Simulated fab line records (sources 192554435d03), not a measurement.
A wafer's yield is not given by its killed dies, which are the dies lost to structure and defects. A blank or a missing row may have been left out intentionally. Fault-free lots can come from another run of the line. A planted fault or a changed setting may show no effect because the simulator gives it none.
Code-filled problem report in 8D (eight disciplines) form    flow n5_finfet    the parts of the form that need people (team, actions taken, sign-off) are left out

1. THE ISSUE
run_length_s at N5_BEOL_M13_ETCH_59 reads a mean of 78.9 s on 6 wafers of 2 lots; wafers without a fault read 91.4 s with a standard deviation of 0.54. That is -23 standard deviations from the usual mean.
The step: etches BARC in N2/H2, target depth 89 nm, overetch 26.7 nm, time 67.9 s.
Seen first at day 14 23:32 on rie_diel-02, wafer L199.2. At this step, 30 wafers from 10 lots have a number in the record. By rule, "out" or "out of limits" means more than 4 standard deviations away from the usual mean. The rest of the wafers with a number are treated as sound.

2. WHAT IT IS; WHAT IT IS NOT
question                     is                      is not
which readings at this step  run_length_s            drypump_motor_current_A, oes_product_au, rf_vpp_V, throttle_valve_pct
which lots                   L199, L206              L189, L194, L198, L207, L208, L209, L210, L212
which wafers of those lots   all that have a number  -
read on which tools          rie_diel-02             rie_diel-05, rie_diel-06
when                         from day 14 23:32       up to then (9 sound wafers); but 15 sound wafers of L207, L208, L209, L210, L212 came after

3. THE SUSPECTS, EACH WITH WHAT RULES IT OUT
Counting: a tool stays on the suspect list if, at a process step up to the reading, it processed all lots that are out and no sound lot following the first of them.
- rtp_anneal-02 at N5_BEOL_M12_ANNEAL_48 (time 90 s): ruled out as a lasting fault. Sound lots L207, L208, L209, L210, L212 ran on it after its first lot that is out, L199 (day 14 22:13).
- rie_diel-02 at N5_BEOL_M13_ETCH_59 (etches BARC in N2/H2, target depth 89 nm, overetch 26.7 nm, time 67.9 s): ruled out as a lasting fault. Sound lots L212 ran on it after its first lot that is out, L199 (day 14 23:32).
Left after counting: nothing in the record.

4. THE CAUSE (what the simulator had put in)
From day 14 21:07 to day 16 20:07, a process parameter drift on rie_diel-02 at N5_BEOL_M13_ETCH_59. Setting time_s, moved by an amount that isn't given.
Counting ruled it out, wrongly.

5. SEQUENCE OF EFFECTS, ordered by route
Each row: a reading whose mean over the struck wafers that have a number lies more than 3 standard deviations from the usual. Only readings whose record carries a usual standard deviation are examined. hours: median over the lots of the time between each lot's start at the first step of this table that gives one and its start at this step. sigmas: the change, counted in usual standard deviations.
hours  step                  reading                   usual   on struck wafers  change  sigmas
0      N5_BEOL_M13_ETCH_59   run_length_s              91.4 s  78.9              -12.5   -23
0      N5_BEOL_M13_STRIP_63  strip_time_to_endpoint_s  27.9 s  31.9              +4.1    +4.2
Here are the process steps it includes:
- N5_BEOL_M13_ETCH_59: etches BARC in N2/H2, target depth 89 nm, overetch 26.7 nm, time 67.9 s.
- N5_BEOL_M13_STRIP_63: strips in N2/H2.

6. HOW IT WOULD HAVE BEEN CAUGHT EARLIER
In this record no reading fell out of limits until day 14 23:32, 2 hours after the fault had begun at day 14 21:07.
